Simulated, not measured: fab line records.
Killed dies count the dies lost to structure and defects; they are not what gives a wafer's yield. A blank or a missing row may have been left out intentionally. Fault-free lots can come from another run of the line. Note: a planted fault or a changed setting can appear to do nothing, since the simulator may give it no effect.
Which tool was responsible? + flow nandHarc + route of 1302 steps, sampled at 1 step: 12 lots, 36 wafers

## WHAT THE GAUGES SHOWED, per wafer
NHARC_P_STI_OCD_MEAS_17.
| lot  | measured     | on     | trenchDepthNm (nm) |
|------|--------------|--------|--------------------|
| L075 | day 3 07:47  | ocd-01 | 297 295 298        |
| L077 | day 4 03:53  | ocd-02 | 311 305 299        |
| L079 | day 4 21:29  | ocd-02 | 302 294 311        |
| L081 | day 5 18:08  | ocd-02 | 299 304 303        |
| L083 | day 6 18:17  | ocd-02 | 291 292 302        |
| L085 | day 7 09:33  | ocd-02 | 301 295 302        |
| L087 | day 8 06:05  | ocd-02 | 303 299 302        |
| L089 | day 9 01:09  | ocd-02 | 298 297 311        |
| L091 | day 9 21:02  | ocd-01 | 295 299 295        |
| L093 | day 10 19:00 | ocd-01 | 302 304 298        |
| L095 | day 11 14:14 | ocd-02 | 305 295 308        |
| L097 | day 12 10:58 | ocd-02 | 297 295 304        |

## WHICH TOOL RAN EACH LOT (tool, then ch and the chambers of the sampled wafers, then the start)
Record: no process step prior to these readings.

## THE ANSWER, worked out from the rows above alone
Rule: what is usual is taken from the lots themselves. The widest of any qualifying gaps counts: lots, ordered by their means at a reading, are off when they make up no more than a third of the lots, leave a main group of 4 or more, and stand apart from it by 3 or more times the standard deviation of that group's means. Not used: any main group whose means are identical at the precision the tables above print for the reading. Also off: a lot with no number at a reading for which 4 or more lots have one. All remaining lots with rows at the step are treated as sound.
Across all readings shown, no lot is off: no conclusion can be drawn from this.

## WHAT HAD BEEN PUT IN BY THE SIMULATOR
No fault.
